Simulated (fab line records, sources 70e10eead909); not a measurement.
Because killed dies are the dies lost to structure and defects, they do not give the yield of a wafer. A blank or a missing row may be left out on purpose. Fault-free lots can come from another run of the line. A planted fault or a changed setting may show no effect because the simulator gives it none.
Matching of chambers || flow nand harc || NHARC_P_M2_DEP_33 on pecvd-03 has 3 sister chambers
The step deposits SiCN, target thk 30 nm. 14 wafers are shown with their chamber, then 7 later ones without.

WAFERS PAIRED WITH THEIR CHAMBERS
{"wafer": "L077.1", "chamber": 2, "heater power w (W)": 607}
{"wafer": "L077.4", "chamber": 0, "heater power w (W)": 602}
{"wafer": "L077.6", "chamber": 2, "heater power w (W)": 615}
{"wafer": "L080.1", "chamber": 0, "heater power w (W)": 577}
{"wafer": "L080.3", "chamber": 2, "heater power w (W)": 572}
{"wafer": "L080.5", "chamber": 0, "heater power w (W)": 586}
{"wafer": "L081.2", "chamber": 1, "heater power w (W)": 569}
{"wafer": "L081.3", "chamber": 2, "heater power w (W)": 602}
{"wafer": "L081.6", "chamber": 0, "heater power w (W)": 503}
{"wafer": "L084.2", "chamber": 0, "heater power w (W)": 575}
{"wafer": "L084.4", "chamber": 1, "heater power w (W)": 541}
{"wafer": "L084.6", "chamber": 0, "heater power w (W)": 556}
{"wafer": "L089.1", "chamber": 0, "heater power w (W)": 527}
{"wafer": "L089.4", "chamber": 2, "heater power w (W)": 547}

SIGNATURES (means of the wafers above)
{"reading": "heater power w", "chamber 0": 560.86, "chamber 1": 555.00, "chamber 2": 588.60, "scatter within a chamber": 31.5}
Rule: for each reading, subtract the chamber's mean from the wafer's reading, divide by that reading's scatter and square the result; add these up over the readings and take the root, which gives the wafer's distance from the chamber. If the next closest chamber is less than 2 further off than the closest, the wafer can't be placed; otherwise it belongs to the closest. The scatter is the square root of a quotient: the sum, over the shown wafers, of each reading's squared deviation from its chamber's mean, divided by wafers minus chambers.

WAFERS WITHOUT THEIR CHAMBER
{"wafer": "L089.6", "heater power w (W)": 535}
{"wafer": "L090.1", "heater power w (W)": 590}
{"wafer": "L090.3", "heater power w (W)": 569}
{"wafer": "L090.6", "heater power w (W)": 587}
{"wafer": "L091.4", "heater power w (W)": 546}
{"wafer": "L091.5", "heater power w (W)": 607}
{"wafer": "L091.6", "heater power w (W)": 588}

THE CHAMBER EACH PASSED THROUGH
{"wafer": "L089.6", "from the rows above": "can't be placed: 1 or 0 or 2", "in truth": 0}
{"wafer": "L090.1", "from the rows above": "can't be placed: 2 or 0 or 1", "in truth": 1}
{"wafer": "L090.3", "from the rows above": "can't be placed: 0 or 1 or 2", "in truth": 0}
{"wafer": "L090.6", "from the rows above": "can't be placed: 2 or 0 or 1", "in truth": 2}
{"wafer": "L091.4", "from the rows above": "can't be placed: 1 or 0 or 2", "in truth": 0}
{"wafer": "L091.5", "from the rows above": "can't be placed: 2 or 0 or 1", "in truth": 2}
{"wafer": "L091.6", "from the rows above": "can't be placed: 2 or 0 or 1", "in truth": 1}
0 of 7 placed correctly. Not placeable from these rows: 7 (in 7, the candidates include the true chamber). Number placed wrongly: 0.
